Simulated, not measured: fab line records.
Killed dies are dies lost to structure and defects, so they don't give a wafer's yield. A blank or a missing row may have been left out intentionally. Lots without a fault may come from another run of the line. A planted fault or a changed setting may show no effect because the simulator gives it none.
fab line records	flow nandHarc
record lots=24	wafers=72	lastDay=24
route steps=1159 shown A_CHANNEL_FILL_D1@492 A_STAIRCASE@531
lots that met no fault: taken from a fault-free run of the same line
startH: start of the lot's first displayed wafer, in hours after the record's first day	waitH: hours since the lot's step before	" identical to the entry in the row above	L1.1+2: several wafers, shown together as one row	- no value, or no start was given	* or withheld: withheld	< > ~ a bound
route shown NAME@n: a module of which the file shows steps, and the number in the route of the first	usual: the fault-free wafers' mean and standard deviation	same: alike in all rows	chamber/n: place in a boat	sites: the reading at each site	_std_site: standard deviation of those values	_edge_site: inner sites' mean taken away from outer sites' mean	radiusMm: for every site, how far away it sits from the centre of the wafer	mask NAME#n: copy n	behind: tool/chamber where the wafer was last shaped	hold: what put the lot on hold/how long, in hours/how the hold closed	device: the n, p or np transistor that did not switch	end of line: the tests these same wafers got at the end of their route	a step given without rows: its recipe and nothing more	killed: dies that structure and defects cost at the first sort, which is not the same as the wafer's yield	map: the dies of a wafer, with x for killed, . for not killed, _ for no die there
set.NAME: setting as actually run; set.NAME@STEP: the setting as run at that earlier step	model.NAME: the simulator's own value behind a step, which no gauge read
route steps across a sampled set of lots; one table per step, one row per wafer
services: from which hour (startH, from the record's first day; less than 0 if before it) a tool's chamber was out of use, for how many hours, and why
## steps
# step NHARC_A_CHANNEL_FILL_D1_ALD_02
# recipe targetThkA=60	pulseTimeS=10	aldCycles=60	tempC=300	material=SiO2
# usual heaterPowerW=464/52	precursorPulseHeightRel=1.003/0.02
lot.wafer	tool	chamber	startH	waitH	heaterPowerW	precursorPulseHeightRel
L074.1	aldHk-03	0	175.96	-	505	1.007
L074.4	"	1	"	"	399	1.038
L074.5	"	1	"	"	416	1.007
L075.4	aldHk-04	1	200.98	-	421	1.004
L075.2	"	2	"	"	530	1.060
L075.6	"	2	"	"	519	1.006
L076.3	aldHk-03	3	200.99	-	429	0.970
L076.4	"	0	"	"	510	1.024
L076.5	"	1	"	"	419	1.024
L078.1	aldHk-04	0	205.14	-	521	1.011
L078.2	"	2	"	"	539	1.024
L078.6	"	0	"	"	521	0.959
L077.4	aldHk-02	3	205.15	-	564	0.973
L077.6	"	1	"	"	427	0.997
L077.5	"	2	"	"	521	0.992
L081.2	aldHk-02	3	216.80	-	563	1.003
L081.3	"	0	"	"	405	1.010
L081.5	"	0	"	"	396	0.992
L080.1	aldHk-03	2	217.45	-	413	1.037
L080.2	"	3	"	"	441	0.999
L080.6	"	2	"	"	431	1.034
L079.2	aldHk-03	3	221.66	-	432	1.017
L079.4	"	1	"	"	411	1.008
L079.6	"	3	"	"	437	0.966
L082.3	aldHk-03	3	224.39	-	440	1.001
L082.1	"	0	"	"	528	1.013
L082.6	"	2	"	"	421	0.991
L083.3	aldHk-02	3	237.44	-	576	1.004
L083.1	"	1	"	"	433	1.010
L083.5	"	0	"	"	395	0.989
L086.4	aldHk-02	1	255.49	-	437	1.019
L086.2	"	2	"	"	522	1.034
L086.5	"	0	"	"	410	0.989
L084.2	aldHk-02	0	255.85	-	408	0.990
L084.4	"	2	"	"	521	0.997
L084.1	"	3	"	"	587	1.015
L087.4	aldHk-04	3	259.78	-	449	1.002
L087.6	"	0	"	"	512	1.009
L087.5	"	1	"	"	431	1.028
L085.1	aldHk-04	1	268.75	-	441	0.995
L085.3	"	2	"	"	529	1.005
L085.5	"	3	"	"	448	0.971
L089.1	aldHk-03	0	269.58	-	524	1.002
L089.6	"	0	"	"	518	1.019
L089.5	"	1	"	"	413	1.025
L088.3	aldHk-03	3	272.93	0.1	447	1.041
L088.4	"	0	"	"	523	1.001
L088.6	"	0	"	"	507	0.994
L091.3	aldHk-03	3	277.17	0.2	447	1.002
L091.5	"	2	"	"	411	1.027
L091.6	"	3	"	"	433	0.974
L090.1	aldHk-03	1	277.78	0.2	413	1.016
L090.2	"	2	"	"	419	0.984
L090.3	"	3	"	"	429	1.010
L093.4	aldHk-03	1	287.67	-	411	1.032
L093.2	"	3	"	"	446	1.003
L093.6	"	0	"	"	526	0.986
L092.4	aldHk-04	0	288.20	-	512	0.962
L092.1	"	1	"	"	430	1.011
L092.3	"	2	"	"	534	1.037
L094.1	aldHk-04	1	295.68	-	437	1.006
L094.2	"	2	"	"	526	0.990
L094.5	"	0	"	"	511	1.007
L095.4	aldHk-02	1	310.17	-	407	0.978
L095.2	"	0	"	"	413	1.006
L095.6	"	1	"	"	410	0.983
L096.3	aldHk-02	0	310.85	-	425	0.997
L096.1	"	1	"	"	407	0.990
L096.5	"	3	"	"	544	1.047
L097.2	aldHk-04	0	331.34	-	507	1.001
L097.3	"	1	"	"	433	0.967
L097.1	"	2	"	"	533	1.014
# step NHARC_A_STAIRCASE_ETCH_169
# recipe targetDepthA=500	timeS=107.1	ionEnergyEv=120	ch3fFlowSccm=50	o2FlowSccm=30	arFlowSccm=200	rfW=500	biasW=100	chemistry=CH3F/O2
# usual drypumpMotorCurrentA=5.9/0.43	oesProductAu=0.940/0.017	rfVppV=244.4/1.5	showerheadPlenumPTorr=2.45/0.091	throttleValvePct=20.663/0.0088
lot.wafer	tool	chamber	startH	waitH	drypumpMotorCurrentA	oesProductAu	rfHoursCounterH	rfVppV	showerheadPlenumPTorr	throttleValvePct
L074.4	rieDiel-08	2	233.95	0.2	6.3	0.936	41	242.7	2.43	20.650
L074.1	"	3	"	"	6.4	0.930	41	243.9	2.42	20.664
L074.5	"	3	"	"	6.4	0.926	-	243.4	2.42	20.661
L075.4	rieDiel-13	2	251.92	0.1	6.3	0.926	51	243.1	2.36	20.682
L075.2	"	0	"	"	5.9	0.919	48	246.1	2.52	20.658
L075.6	"	3	"	"	5.4	0.934	-	245.5	2.45	20.656
L077.4	rieDiel-13	2	254.66	0.1	6.3	0.922	52	242.4	2.36	20.668
L077.5	"	2	"	"	6.3	0.920	-	242.5	2.36	20.667
L077.6	"	3	"	"	5.4	0.921	-	244.4	2.45	20.660
L076.3	rieDiel-13	2	254.91	0.1	6.3	0.910	52	242.8	2.36	20.656
L076.4	"	0	"	"	5.9	0.926	49	245.4	2.52	20.676
L076.5	"	2	"	"	6.3	0.927	-	243.2	2.36	20.659
L078.2	rieDiel-08	2	255.02	0.1	6.2	0.909	47	244.9	2.43	20.665
L078.1	"	3	"	"	6.4	0.920	47	244.2	2.42	20.659
L078.6	"	2	"	"	6.3	0.913	-	244.2	2.43	20.685
L081.3	rieDiel-09	0	265.59	0.1	5.8	0.924	1	242.0	2.31	20.673
L081.2	"	1	"	"	6.8	0.951	1	245.8	2.45	20.670
L081.5	"	0	"	"	5.7	0.935	-	242.2	2.31	20.669
L080.2	rieDiel-08	3	265.75	0.1	6.3	0.957	53	244.6	2.41	20.666
L080.1	"	1	"	"	6.4	0.974	52	242.1	2.34	20.649
L080.6	"	3	"	"	6.4	0.963	-	242.7	2.41	20.670
L079.2	rieDiel-09	3	271.23	0.1	5.3	0.964	3	245.2	2.52	20.670
L079.4	"	0	"	"	5.7	0.950	4	242.1	2.31	20.681
L079.6	"	3	"	"	5.3	0.959	-	245.5	2.52	20.662
L082.3	rieDiel-08	1	271.39	0.1	6.4	0.920	54	242.3	2.34	20.669
L082.1	"	3	"	"	6.4	0.930	57	243.1	2.41	20.660
L082.6	"	1	"	"	6.4	0.915	-	242.3	2.34	20.660
L083.1	rieDiel-08	0	288.40	0.1	5.7	0.922	64	244.3	2.43	20.672
L083.3	"	3	"	"	6.4	0.921	64	243.7	2.41	20.647
L083.5	"	1	"	"	6.4	0.922	-	243.8	2.34	20.674
L084.1	rieDiel-09	2	305.20	0.1	5.4	0.948	18	245.7	2.55	20.663
L084.2	"	3	"	"	5.3	0.947	15	244.8	2.52	20.675
L084.4	"	2	"	"	5.4	0.941	-	245.6	2.55	20.667
L086.4	rieDiel-13	3	305.22	0.3	5.4	0.972	6	244.4	2.44	20.671
L086.2	"	0	"	"	5.9	0.946	7	245.2	2.51	20.647
L086.5	"	2	"	"	6.3	0.963	-	241.3	2.35	20.672
L087.4	rieDiel-13	0	308.86	0.1	5.9	0.937	7	245.6	2.51	20.664
L087.5	"	2	"	"	6.3	0.927	-	242.7	2.35	20.668
L087.6	"	3	"	"	5.4	0.942	-	244.9	2.44	20.668
L089.1	rieDiel-13	3	317.41	0.1	5.4	0.953	9	244.0	2.44	20.672
L089.6	"	1	"	"	5.7	0.943	-	248.1	2.63	20.650
L089.5	"	2	"	"	6.3	0.934	-	242.7	2.35	20.646
L085.3	rieDiel-09	0	317.58	0.1	5.7	0.914	22	242.8	2.30	20.663
L085.1	"	1	"	"	6.8	0.932	23	244.0	2.44	20.673
L085.5	"	2	"	"	5.4	0.948	-	246.1	2.55	20.670
L091.3	rieDiel-13	0	324.54	0.2	5.9	0.955	13	246.1	2.51	20.663
L091.5	"	0	"	"	5.9	0.943	-	244.1	2.51	20.656
L091.6	"	1	"	"	5.7	0.943	-	246.1	2.63	20.654
L088.4	rieDiel-13	3	324.85	0.2	5.4	0.938	13	244.2	2.44	20.663
L088.3	"	0	"	"	5.9	0.930	13	245.9	2.51	20.671
L088.6	"	0	"	"	5.9	0.933	-	244.9	2.51	20.672
L090.3	rieDiel-13	0	324.93	0.2	5.9	0.938	13	245.4	2.51	20.665
L090.1	"	1	"	"	5.7	0.943	12	245.9	2.63	20.646
L090.2	"	2	"	"	6.3	0.921	13	243.2	2.35	20.673
L092.1	rieDiel-08	1	337.14	0.1	6.4	0.962	12	243.1	2.33	20.671
L092.3	"	2	"	"	6.3	0.960	12	244.2	2.42	20.668
L092.4	"	3	"	"	6.4	0.942	11	243.7	2.40	20.648
L093.4	rieDiel-13	3	337.30	0.1	5.4	0.956	20	243.9	2.43	20.672
L093.2	"	0	"	"	5.9	0.941	21	243.1	2.51	20.665
L093.6	"	0	"	"	5.9	0.939	-	245.7	2.51	20.666
L094.2	rieDiel-09	2	344.33	0.1	5.3	0.974	36	245.8	2.54	20.650
L094.1	"	1	"	"	6.8	0.957	35	244.5	2.44	20.671
L094.5	"	3	"	"	5.3	0.970	-	245.1	2.51	20.664
L096.1	rieDiel-13	3	359.12	0.1	5.4	0.941	28	244.6	2.43	20.683
L096.3	"	0	"	"	5.9	0.935	29	245.0	2.50	20.662
L096.5	"	3	"	"	5.4	0.947	-	243.4	2.43	20.648
L095.4	rieDiel-08	2	361.86	0.1	6.3	0.936	21	243.2	2.42	20.658
L095.2	"	3	"	"	6.3	0.940	20	243.4	2.40	20.668
L095.6	"	1	"	"	6.4	0.940	-	242.5	2.33	20.648
L097.2	rieDiel-08	2	379.30	0.1	6.3	0.943	25	244.3	2.42	20.670
L097.3	"	0	"	"	5.7	0.955	24	242.4	2.42	20.657
L097.1	"	1	"	"	6.5	0.950	24	242.2	2.33	20.660
# step NHARC_A_STAIRCASE_ETCH_225
# recipe targetDepthA=1000	timeS=40.5	ionEnergyEv=400	c4f8FlowSccm=20	o2FlowSccm=10	arFlowSccm=withheld	rfW=600	biasW=1000	chemistry=C4F8/O2
# usual oesProductAu=0.937/0.012	rfVppV=894/3.5
lot.wafer	tool	chamber	startH	waitH	oesProductAu	rfHoursCounterH	rfVppV
L074.1	rieDiel-08	0	-	-	0.940	45	895
L074.4	"	0	"	"	0.935	-	895
L074.5	"	2	"	"	0.930	-	896
L075.2	rieDiel-08	3	-	-	0.936	52	893
L075.4	"	0	"	"	0.931	53	895
L075.6	"	0	"	"	0.944	-	894
L078.2	rieDiel-13	3	-	-	0.947	56	894
L078.1	"	1	"	"	0.929	55	904
L078.6	"	2	"	"	0.937	-	890
L076.3	rieDiel-08	2	-	-	0.921	54	894
L076.4	"	3	"	"	0.929	55	894
L076.5	"	2	"	"	0.925	-	896
L077.4	rieDiel-08	3	-	-	0.939	56	893
L077.5	"	3	"	"	0.944	-	894
L077.6	"	0	"	"	0.925	-	894
L081.3	rieDiel-09	3	-	-	0.938	8	900
L081.2	"	0	"	"	0.902	8	888
L081.5	"	3	"	"	0.920	-	897
L080.1	rieDiel-09	0	-	-	0.927	9	888
L080.2	"	1	"	"	0.948	10	895
L080.6	"	0	"	"	0.927	-	886
L082.1	rieDiel-08	1	-	-	0.938	61	890
L082.3	"	0	"	"	0.949	63	895
L082.6	"	2	"	"	0.937	-	894
L079.2	rieDiel-08	3	-	-	0.941	63	894
L079.4	"	1	"	"	0.934	61	889
L079.6	"	2	"	"	0.924	-	895
L083.3	rieDiel-08	0	-	-	0.944	66	895
L083.1	"	2	"	"	0.936	63	895
L083.5	"	1	"	"	0.952	-	890
L086.4	rieDiel-08	1	-	-	0.948	1	890
L086.2	"	2	"	"	0.928	1	895
L086.5	"	2	"	"	0.924	-	894
L084.2	rieDiel-08	1	-	-	0.949	2	891
L084.4	"	2	"	"	0.933	2	896
L084.1	"	3	"	"	0.934	2	894
L087.4	rieDiel-08	1	-	-	0.946	4	889
L087.5	"	2	"	"	0.928	-	896
L087.6	"	3	"	"	0.941	-	893
L085.3	rieDiel-08	1	-	-	0.924	8	889
L085.1	"	2	"	"	0.917	8	892
L085.5	"	2	"	"	0.924	-	894
L089.1	rieDiel-13	1	-	-	0.949	17	907
L089.6	"	2	"	"	0.952	-	890
L089.5	"	3	"	"	0.960	-	896
L088.4	rieDiel-13	3	-	-	0.945	20	896
L088.3	"	1	"	"	0.920	19	905
L088.6	"	0	"	"	0.924	-	898
L091.3	rieDiel-08	3	-	-	0.943	12	892
L091.6	"	1	"	"	0.945	-	891
L091.5	"	2	"	"	0.938	-	893
L090.2	rieDiel-08	3	-	-	0.919	12	894
L090.1	"	0	"	"	0.910	12	894
L090.3	"	2	"	"	0.921	12	895
L093.4	rieDiel-08	0	-	-	0.933	15	892
L093.2	"	1	"	"	0.946	15	889
L093.6	"	2	"	"	0.949	-	894
L092.4	rieDiel-09	2	-	-	0.935	38	901
L092.1	"	3	"	"	0.932	35	899
L092.3	"	1	"	"	0.915	36	895
L094.1	rieDiel-09	2	-	-	0.961	40	899
L094.2	"	3	"	"	0.960	37	898
L094.5	"	1	"	"	0.937	-	896
L096.1	rieDiel-08	3	-	-	0.948	22	893
L096.3	"	2	"	"	0.942	23	894
L096.5	"	3	"	"	0.939	-	894
L095.2	rieDiel-08	2	-	-	0.957	24	892
L095.4	"	0	"	"	0.921	22	894
L095.6	"	1	"	"	0.951	-	888
L097.3	rieDiel-08	0	-	-	0.927	27	895
L097.2	"	1	"	"	0.949	27	890
L097.1	"	2	"	"	0.949	29	893
# step NHARC_A_STAIRCASE_ETCH_230
# recipe targetDepthA=1000	timeS=40.5	ionEnergyEv=400	c4f8FlowSccm=20	o2FlowSccm=10	arFlowSccm=withheld	rfW=600	biasW=1000	chemistry=C4F8/O2
# usual oesProductAu=0.941/0.017	rfVppV=895/4.7
lot.wafer	tool	chamber	startH	waitH	oesProductAu	rfHoursCounterH	rfVppV
L074.1	rieDiel-08	3	-	-	0.943	45	893
L074.5	"	2	"	"	0.926	-	895
L074.4	"	3	"	"	0.940	-	895
L075.4	rieDiel-08	2	-	-	0.937	52	895
L075.2	"	1	"	"	0.951	51	890
L075.6	"	2	"	"	0.924	-	894
L078.2	rieDiel-13	2	-	-	0.929	59	890
L078.1	"	1	"	"	0.921	56	906
L078.6	"	2	"	"	0.923	-	891
L076.3	rieDiel-08	1	-	-	0.946	53	889
L076.4	"	3	"	"	0.926	56	893
L076.5	"	1	"	"	0.942	-	888
L077.4	rieDiel-09	0	-	-	0.912	3	888
L077.6	"	1	"	"	0.935	-	896
L077.5	"	2	"	"	0.963	-	901
L081.2	rieDiel-08	0	-	-	0.941	62	894
L081.3	"	1	"	"	0.955	59	892
L081.5	"	0	"	"	0.954	-	897
L080.1	rieDiel-09	3	-	-	0.924	9	899
L080.2	"	2	"	"	0.933	10	901
L080.6	"	3	"	"	0.932	-	900
L082.1	rieDiel-09	0	-	-	0.899	12	889
L082.3	"	2	"	"	0.940	13	901
L082.6	"	1	"	"	0.915	-	896
L079.4	rieDiel-13	0	-	-	0.952	1	898
L079.2	"	1	"	"	0.936	1	905
L079.6	"	1	"	"	0.943	-	904
L083.3	rieDiel-09	1	-	-	0.953	17	894
L083.1	"	3	"	"	0.977	13	898
L083.5	"	1	"	"	0.953	-	896
L086.4	rieDiel-08	0	-	-	0.925	2	895
L086.2	"	1	"	"	0.934	2	888
L086.5	"	1	"	"	0.932	-	890
L084.2	rieDiel-13	0	-	-	0.972	10	898
L084.4	"	1	"	"	0.973	10	904
L084.1	"	2	"	"	0.989	9	891
L087.4	rieDiel-08	1	-	-	0.958	4	889
L087.6	"	2	"	"	0.937	-	894
L087.5	"	3	"	"	0.946	-	893
L085.1	rieDiel-13	0	-	-	0.938	18	898
L085.3	"	1	"	"	0.956	17	905
L085.5	"	1	"	"	0.962	-	903
L089.1	rieDiel-09	0	-	-	0.937	29	889
L089.6	"	1	"	"	0.923	-	894
L089.5	"	2	"	"	0.946	-	900
L088.4	rieDiel-13	0	-	-	0.941	21	898
L088.3	"	1	"	"	0.953	20	905
L088.6	"	2	"	"	0.941	-	890
L091.3	rieDiel-09	2	-	-	0.934	33	901
L091.5	"	2	"	"	0.941	-	902
L091.6	"	3	"	"	0.923	-	898
L090.2	rieDiel-13	0	-	-	0.931	22	897
L090.1	"	1	"	"	0.926	20	905
L090.3	"	2	"	"	0.932	19	892
L093.4	rieDiel-13	0	-	-	0.947	26	899
L093.2	"	1	"	"	0.940	25	905
L093.6	"	2	"	"	0.947	-	890
L092.3	rieDiel-09	1	-	-	0.928	37	895
L092.4	"	2	"	"	0.949	38	899
L092.1	"	3	"	"	0.945	35	899
L094.1	rieDiel-13	1	-	-	0.968	27	904
L094.2	"	2	"	"	0.962	26	890
L094.5	"	1	"	"	0.962	-	904
L096.1	rieDiel-08	3	-	-	0.925	23	894
L096.3	"	2	"	"	0.923	23	894
L096.5	"	3	"	"	0.935	-	892
L095.4	rieDiel-13	1	-	-	0.974	33	904
L095.2	"	3	"	"	0.962	31	894
L095.6	"	1	"	"	0.980	-	904
L097.1	rieDiel-08	0	-	-	0.930	27	893
L097.2	"	1	"	"	0.956	27	891
L097.3	"	3	"	"	0.930	29	894
# step NHARC_A_STAIRCASE_TRIM_233
# recipe timeS=211.2	o2FlowSccm=500	arFlowSccm=0	biasW=0	chemistry=O2
# usual drypumpMotorCurrentA=5.9/0.45	oesProductAu=0.998/0.0098	rfVppV=57.9/0.87	showerheadPlenumPTorr=3.51/0.12	throttleValvePct=17.036/0.0097
lot.wafer	tool	chamber	startH	waitH	drypumpMotorCurrentA	oesProductAu	rfHoursCounterH	rfVppV	showerheadPlenumPTorr	throttleValvePct
L074.1	rieDiel-08	2	-	-	6.3	0.994	44	58.8	3.49	17.043
L074.5	"	2	"	"	6.3	0.990	-	58.9	3.49	17.026
L074.4	"	3	"	"	6.4	1.009	-	57.3	3.47	17.037
L075.2	rieDiel-08	3	-	-	6.3	1.001	53	58.1	3.47	17.045
L075.4	"	2	"	"	6.3	0.984	52	57.7	3.49	17.058
L075.6	"	0	"	"	5.7	0.990	-	56.8	3.49	17.019
L078.1	rieDiel-13	1	-	-	5.7	0.994	56	58.9	3.78	17.032
L078.2	"	3	"	"	5.4	1.007	58	57.5	3.51	17.042
L078.6	"	1	"	"	5.7	0.973	-	57.8	3.78	17.041
L076.4	rieDiel-08	0	-	-	5.7	1.011	57	57.9	3.49	17.051
L076.3	"	3	"	"	6.4	1.000	56	59.6	3.46	17.051
L076.5	"	0	"	"	5.7	1.001	-	57.4	3.49	17.034
L077.4	rieDiel-09	2	-	-	5.4	1.009	4	57.3	3.66	17.035
L077.5	"	0	"	"	5.8	0.978	-	56.9	3.32	17.040
L077.6	"	1	"	"	6.8	0.986	-	57.6	3.51	17.037
L081.2	rieDiel-08	2	-	-	6.3	0.978	59	57.9	3.48	17.034
L081.3	"	1	"	"	6.5	0.990	59	57.9	3.36	17.052
L081.5	"	3	"	"	6.4	0.987	-	56.9	3.46	17.042
L080.1	rieDiel-09	2	-	-	5.4	1.006	10	57.6	3.66	17.046
L080.2	"	1	"	"	6.8	0.989	10	58.2	3.51	17.029
L080.6	"	3	"	"	5.3	0.999	-	59.0	3.62	17.030
L082.1	rieDiel-09	2	-	-	5.4	1.006	13	58.3	3.65	17.025
L082.3	"	3	"	"	5.3	1.002	10	58.3	3.61	17.033
L082.6	"	1	"	"	6.8	0.995	-	58.1	3.51	17.033
L079.4	rieDiel-13	2	-	-	6.4	1.009	1	57.6	3.38	17.027
L079.2	"	1	"	"	5.7	0.990	1	57.9	3.77	17.028
L079.6	"	3	"	"	5.4	1.003	-	57.9	3.50	17.032
L083.1	rieDiel-09	2	-	-	5.4	1.011	16	59.0	3.65	17.042
L083.3	"	0	"	"	5.8	0.963	16	56.3	3.31	17.036
L083.5	"	2	"	"	5.4	0.998	-	56.8	3.65	17.034
L086.4	rieDiel-08	2	-	-	6.3	0.992	2	57.4	3.48	17.042
L086.2	"	3	"	"	6.4	0.999	2	59.7	3.46	17.021
L086.5	"	3	"	"	6.4	0.994	-	57.1	3.46	17.041
L084.1	rieDiel-13	3	-	-	5.4	1.009	9	57.9	3.50	17.038
L084.4	"	0	"	"	5.9	1.007	10	58.3	3.60	17.034
L084.2	"	1	"	"	5.7	0.995	10	58.3	3.77	17.049
L087.4	rieDiel-08	0	-	-	5.7	0.988	4	58.4	3.48	17.044
L087.6	"	3	"	"	6.4	1.002	-	58.8	3.46	17.039
L087.5	"	0	"	"	5.7	0.997	-	57.8	3.48	17.039
L085.1	rieDiel-13	1	-	-	5.7	0.998	17	58.6	3.76	17.035
L085.3	"	2	"	"	6.3	1.001	16	57.9	3.37	17.031
L085.5	"	0	"	"	5.9	1.001	-	58.8	3.60	17.032
L089.1	rieDiel-09	0	-	-	5.8	0.980	29	57.5	3.31	17.029
L089.5	"	3	"	"	5.3	0.991	-	58.3	3.60	17.029
L089.6	"	0	"	"	5.8	0.978	-	56.2	3.31	17.033
L088.4	rieDiel-13	3	-	-	5.4	1.008	21	56.9	3.49	17.028
L088.3	"	2	"	"	6.3	0.996	19	57.4	3.37	17.018
L088.6	"	0	"	"	5.9	1.009	-	58.5	3.60	17.047
L091.3	rieDiel-09	2	-	-	5.4	1.007	34	57.5	3.64	17.045
L091.5	"	3	"	"	5.3	1.005	-	57.5	3.60	17.034
L091.6	"	0	"	"	5.8	0.989	-	56.7	3.31	17.061
L090.3	rieDiel-13	1	-	-	5.7	0.995	21	58.6	3.76	17.041
L090.2	"	2	"	"	6.4	1.004	19	56.5	3.37	17.047
L090.1	"	0	"	"	5.9	0.995	23	58.9	3.60	17.029
L093.4	rieDiel-13	3	-	-	5.4	1.002	25	58.1	3.49	17.043
L093.2	"	1	"	"	5.7	1.009	25	58.7	3.76	17.030
L093.6	"	0	"	"	5.9	1.008	-	58.3	3.59	17.043
L092.3	rieDiel-09	3	-	-	5.3	1.007	36	59.7	3.60	17.033
L092.4	"	0	"	"	5.8	0.992	35	58.0	3.30	17.043
L092.1	"	1	"	"	6.8	0.991	37	58.7	3.50	17.051
L094.2	rieDiel-13	3	-	-	5.4	0.995	28	56.6	3.49	17.039
L094.1	"	0	"	"	5.9	1.001	29	58.7	3.59	17.037
L094.5	"	2	"	"	6.4	1.013	-	58.5	3.37	17.043
L096.1	rieDiel-08	2	-	-	6.3	0.995	24	57.9	3.47	17.038
L096.3	"	3	"	"	6.4	0.996	23	56.9	3.45	17.024
L096.5	"	0	"	"	5.7	0.994	-	58.2	3.48	17.046
L095.4	rieDiel-13	3	-	-	5.4	1.013	31	58.0	3.49	17.032
L095.2	"	1	"	"	5.7	1.001	33	58.2	3.75	17.020
L095.6	"	3	"	"	5.4	1.004	-	58.4	3.49	17.045
L097.1	rieDiel-08	3	-	-	6.4	0.994	30	58.1	3.44	17.050
L097.3	"	0	"	"	5.7	0.986	28	59.3	3.47	17.038
L097.2	"	1	"	"	6.4	1.002	27	56.7	3.34	17.033
# step NHARC_A_STAIRCASE_ETCH_236
# recipe targetDepthA=1000	timeS=40.5	ionEnergyEv=400	c4f8FlowSccm=20	o2FlowSccm=10	arFlowSccm=withheld	rfW=600	biasW=1000	chemistry=C4F8/O2
# usual oesProductAu=0.939/0.011	rfVppV=896/4.6
lot.wafer	tool	chamber	startH	waitH	oesProductAu	rfHoursCounterH	rfVppV
L074.1	rieDiel-08	2	-	-	0.934	44	896
L074.4	"	2	"	"	0.939	-	894
L074.5	"	3	"	"	0.952	-	893
L075.4	rieDiel-08	2	-	-	0.937	52	895
L075.2	"	3	"	"	0.934	53	894
L075.6	"	1	"	"	0.949	-	890
L078.2	rieDiel-13	3	-	-	0.938	58	895
L078.1	"	1	"	"	0.917	57	903
L078.6	"	3	"	"	0.944	-	895
L076.3	rieDiel-08	3	-	-	0.945	56	894
L076.4	"	1	"	"	0.939	54	890
L076.5	"	0	"	"	0.957	-	893
L077.4	rieDiel-09	1	-	-	0.943	5	897
L077.6	"	2	"	"	0.952	-	900
L077.5	"	3	"	"	0.929	-	899
L081.3	rieDiel-08	2	-	-	0.930	59	894
L081.2	"	0	"	"	0.949	62	896
L081.5	"	2	"	"	0.919	-	893
L080.2	rieDiel-09	2	-	-	0.938	10	901
L080.1	"	1	"	"	0.925	11	895
L080.6	"	2	"	"	0.933	-	901
L079.4	rieDiel-13	0	-	-	0.948	1	899
L079.2	"	3	"	"	0.936	1	895
L079.6	"	1	"	"	0.919	-	904
L082.1	rieDiel-09	0	-	-	0.922	13	889
L082.3	"	2	"	"	0.941	13	901
L082.6	"	0	"	"	0.924	-	888
L083.1	rieDiel-09	1	-	-	0.929	17	894
L083.3	"	0	"	"	0.915	16	889
L083.5	"	1	"	"	0.920	-	895
L086.4	rieDiel-08	1	-	-	0.934	2	889
L086.2	"	2	"	"	0.920	2	894
L086.5	"	0	"	"	0.919	-	894
L084.2	rieDiel-13	0	-	-	0.944	10	900
L084.4	"	1	"	"	0.945	10	905
L084.1	"	3	"	"	0.954	10	895
L087.4	rieDiel-08	3	-	-	0.948	5	894
L087.6	"	2	"	"	0.948	-	893
L087.5	"	3	"	"	0.945	-	893
L085.3	rieDiel-13	3	-	-	0.953	18	895
L085.1	"	0	"	"	0.933	19	901
L085.5	"	2	"	"	0.957	-	889
L089.1	rieDiel-09	2	-	-	0.935	30	901
L089.5	"	1	"	"	0.924	-	895
L089.6	"	2	"	"	0.937	-	901
L088.4	rieDiel-13	0	-	-	0.942	22	899
L088.3	"	3	"	"	0.946	21	894
L088.6	"	0	"	"	0.933	-	897
L091.3	rieDiel-09	0	-	-	0.912	32	888
L091.6	"	2	"	"	0.939	-	899
L091.5	"	3	"	"	0.922	-	899
L090.2	rieDiel-13	1	-	-	0.945	23	903
L090.3	"	2	"	"	0.948	21	889
L090.1	"	3	"	"	0.953	23	893
L093.4	rieDiel-13	3	-	-	0.941	25	895
L093.2	"	2	"	"	0.950	24	891
L093.6	"	0	"	"	0.942	-	898
L092.3	rieDiel-09	3	-	-	0.938	36	900
L092.1	"	0	"	"	0.940	36	888
L092.4	"	1	"	"	0.954	37	895
L094.2	rieDiel-13	1	-	-	0.956	28	904
L094.1	"	2	"	"	0.955	27	891
L094.5	"	0	"	"	0.950	-	898
L096.3	rieDiel-08	0	-	-	0.928	22	894
L096.1	"	2	"	"	0.949	24	893
L096.5	"	0	"	"	0.938	-	894
L095.4	rieDiel-13	0	-	-	0.968	33	899
L095.2	"	1	"	"	0.952	33	902
L095.6	"	3	"	"	0.933	-	895
L097.3	rieDiel-08	2	-	-	0.954	30	894
L097.2	"	3	"	"	0.942	30	892
L097.1	"	0	"	"	0.934	28	895
## services
tool	chamber	startH	hours	kind
rieDiel-13	-	154.72	0.8	repair
rieDiel-08	0	159.43	-	clean
rieDiel-08	1	159.43	-	clean
rieDiel-08	2	159.43	-	clean
rieDiel-08	3	159.43	-	clean
rieDiel-08	0	183.97	-	clean
rieDiel-08	1	183.97	-	clean
rieDiel-08	2	183.97	-	clean
aldHk-04	-	186.00	10.0	pm
rieDiel-13	0	199.13	4.1	repair
rieDiel-13	1	232.74	8.7	repair
rieDiel-09	-	238.48	0.9	repair
rieDiel-08	1	243.07	5.1	repair
rieDiel-09	-	254.16	9.0	pm
rieDiel-13	0	261.74	9.7	repair
rieDiel-08	-	272.88	0.7	repair
rieDiel-08	0	275.11	3.0	repair
rieDiel-13	-	276.05	9.0	pm
rieDiel-09	3	280.83	3.4	repair
rieDiel-13	-	296.68	1.2	repair
rieDiel-08	-	302.89	9.0	pm
rieDiel-09	0	305.02	1.4	repair
aldHk-03	-	323.72	10.0	pm
aldHk-04	-	364.00	10.0	pm
## key
fault none
